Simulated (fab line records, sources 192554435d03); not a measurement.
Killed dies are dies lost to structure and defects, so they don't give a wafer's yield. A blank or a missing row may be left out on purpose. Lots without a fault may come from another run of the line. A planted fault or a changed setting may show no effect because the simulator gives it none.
Problem report in the 8D (eight disciplines) form, filled by code | flow n5_finfet | the parts of the form that need people (team, actions taken, sign-off) are left out

1. THE PROBLEM
raw_defect_count at N5_FIN_CUT_INSPECT_17 reads a mean of 1567 on 6 wafers of 2 lots; wafers without a fault read 191 with a standard deviation of 48. That is +29 standard deviations from the usual mean.
The step: inspects for defects (brightfield).
First seen on wafer L589.2, day 4 16:16, on defect_inspect-02. The record holds 18 wafers of 6 lots with a number at this step. Rule for "out", or "out of limits": more than 4 standard deviations from the usual mean. The other wafers with a number count as sound.

2. WHAT IT IS AND WHAT IT IS NOT
question                    | is                                   | is not
which readings at this step | raw_defect_count                     | -
which lots                  | L589, L594                           | L583, L584, L599, L602
which wafers of those lots  | all that have a number               | -
read on which gauges        | defect_inspect-01, defect_inspect-02 | -
when                        | from day 4 16:16                     | up to then (6 sound wafers); but 6 sound wafers of L599, L602 came after

3. SUSPECTS, AND WHAT RULES EACH OUT
Counting: a tool at a process step up to the reading stays a suspect if it ran every lot that is out and no sound lot after the first of them.
- the gauge at N5_FIN_CUT_INSPECT_17: ruled out. The wafers that are out were read on 2 gauges (defect_inspect-01, defect_inspect-02).
- vapor_etch-02 at N5_FIN_CUT_PRECLEAN_35 (cleans in vHF, time 13.3 s): ruled out as a lasting fault. Sound lots L599 ran on it after its first lot that is out, L589 (day 4 15:55).
- rie_diel-06 at N5_FIN_CUT_STRIP_22 (strips in N2/H2): kept. It ran every lot that is out, first L589 (day 4 16:07), and no sound lot after that; its last sound lot up to then is L583 (day 3 03:34).
Left after counting: rie_diel-06 at N5_FIN_CUT_STRIP_22.

4. THE CAUSE (what the simulator had put in)
Chamber particle source: rie_diel-06, from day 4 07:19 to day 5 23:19, at N5_FIN_CUT_STRIP_22. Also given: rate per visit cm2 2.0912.
Counting left only this tool.

5. THE CHAIN OF EFFECTS, in route order
Each row: a reading whose mean over the struck wafers that have a number lies more than 3 standard deviations from the usual. Only readings for which the record gives a usual standard deviation are gone through. hours: the time from each lot's start at the first step in this table that gives one to its start at this step, as a median over the lots. sigmas: the change in usual standard deviations.
hours | step                    | reading              | usual  | on struck wafers | change | sigmas
0     | N5_FIN_CUT_INSPECT_17   | raw_defect_count     | 191    | 1567             | +1376  | +29
261   | N5_PASSIVATION_PROBE_49 | defect_limited_yield | 91.2 % | 84.6             | -6.6   | -4.4
261   | N5_PASSIVATION_PROBE_49 | killed_at_front_end  | 40     | 119              | +79    | +6.1
261   | N5_PASSIVATION_PROBE_49 | killed_dies          | 104    | 182              | +78    | +4.6
261   | N5_PASSIVATION_PROBE_49 | killed_on_rim        | 14     | 33               | +19    | +4.4
261   | N5_PASSIVATION_PROBE_49 | sort_bin_5_function  | 5.2 %  | 8.8              | +3.6   | +3.8
261   | N5_PASSIVATION_PROBE_49 | sort_n_pass          | 1076   | 998              | -78    | -4.6
261   | N5_PASSIVATION_PROBE_49 | sort_yield_pct       | 91.2 % | 84.6             | -6.6   | -4.4
The process steps in it:
- N5_PASSIVATION_PROBE_49
Later measuring or inspecting steps at which every struck wafer that the step has a row for has a number for every such reading, and none has moved that far: N5_BEOL_M4_RC_MEAS_101.

6. WHAT WOULD HAVE CAUGHT IT SOONER
In this record the first reading out of limits at a measuring or inspecting step was taken at day 4 16:16, 9 hours after the fault began at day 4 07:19.
Of the tool readings at N5_FIN_CUT_STRIP_22 for which the record gives a usual standard deviation, none was out on any struck wafer, so an alarm limit of 4 standard deviations on them would not have fired.
Of the lots that are out (2), L594 began N5_FIN_CUT_STRIP_22 on rie_diel-06 after day 4 16:16. A hold on the tool at that time would have spared it.
